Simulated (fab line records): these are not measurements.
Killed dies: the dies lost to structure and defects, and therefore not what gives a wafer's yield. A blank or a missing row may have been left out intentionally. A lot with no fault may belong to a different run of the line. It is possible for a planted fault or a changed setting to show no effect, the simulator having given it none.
Matching of chambers | flow nand-harc | rie-diel-04 running NHARC_A_CONTACT_DESCUM_13: 4 sister chambers
The step chemistry O2, time 3 s. 4 wafers are shown with their chamber, then 7 later ones without.

WAFERS WITH THEIR CHAMBER
wafer  | chamber | showerhead-plenum-p-Torr (Torr)
L939.6 | 2       | 1.97
L946.2 | 0       | 1.88
L947.1 | 1       | 1.90
L947.4 | 3       | 2.00

WAFERS WITHOUT THEIR CHAMBER
wafer  | showerhead-plenum-p-Torr (Torr)
L947.6 | 1.96
L948.2 | 1.89
L948.3 | 2.00
L948.6 | 2.00
L957.3 | 2.00
L957.4 | 1.88
L957.6 | 1.96

THE CHAMBER EACH PASSED THROUGH
wafer  | from the rows above     | in truth
L947.6 | 2                       | 2
L948.2 | can't be placed: 0 or 1 | 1
L948.3 | 3                       | 3
L948.6 | 3                       | 3
L957.3 | 3                       | 3
L957.4 | 0                       | 0
L957.6 | 2                       | 2
Placed correctly: 6 of 7. These rows do not allow placing 1 (true chamber among the candidates in 1). Number placed wrongly: 0.
How it was worked out, from the rows above alone: a wafer's distance from a chamber is the root of the sum, over the readings, of the square of ((its reading less the chamber's mean) divided by the reading's scatter). The wafer belongs to the nearest chamber; if the next one is less than 2 further off, it can't be placed. Each chamber's mean is taken over the wafers shown for it. The scatter: root of mean squared gap, hidden wafer to nearest shown wafer, with one shown wafer a chamber.
